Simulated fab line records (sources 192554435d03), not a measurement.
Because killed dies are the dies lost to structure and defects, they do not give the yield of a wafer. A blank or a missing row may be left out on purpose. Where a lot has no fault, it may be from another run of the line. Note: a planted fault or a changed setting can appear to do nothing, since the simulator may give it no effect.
Matching of chambers    flow n5Finfet    N5_BEOL_M2_PRE_CLEAN_60 on cvdCo-02: 3 sister chambers
The step time 15 s. 6 wafers are shown with their chamber, then 7 later ones without.

== WAFERS PAIRED WITH THEIR CHAMBERS ==
wafer   chamber  heaterPowerW (W)
L938.6  0        68
L941.1  1        82
L941.3  2        96
L941.6  2        97
L942.2  0        67
L942.3  1        83

== WAFERS MISSING THEIR CHAMBER ==
wafer   heaterPowerW (W)
L942.5  70
L945.1  69
L945.2  97
L945.3  84
L950.3  84
L950.4  70
L950.5  84

== EACH ONE'S CHAMBER ==
wafer   from the rows above  in truth
L942.5  0                    0
L945.1  0                    0
L945.2  2                    2
L945.3  1                    1
L950.3  1                    1
L950.4  0                    0
L950.5  1                    1
Correct placement for 7 of the 7. Number that these rows cannot place: 0. 0 placed wrongly.
How it was worked out, from the rows above alone: a wafer's distance from a chamber is the root of the sum, over the readings, of the square of ((its reading less the chamber's mean) divided by the reading's scatter). The wafer belongs to the nearest chamber; if the next one is less than 2 further off, it can't be placed. For every chamber, the mean is computed from those of its wafers that are shown. The scatter: take each reading less its chamber's mean, square it, sum over the shown wafers, divide by the number of wafers less the number of chambers, and take the root.
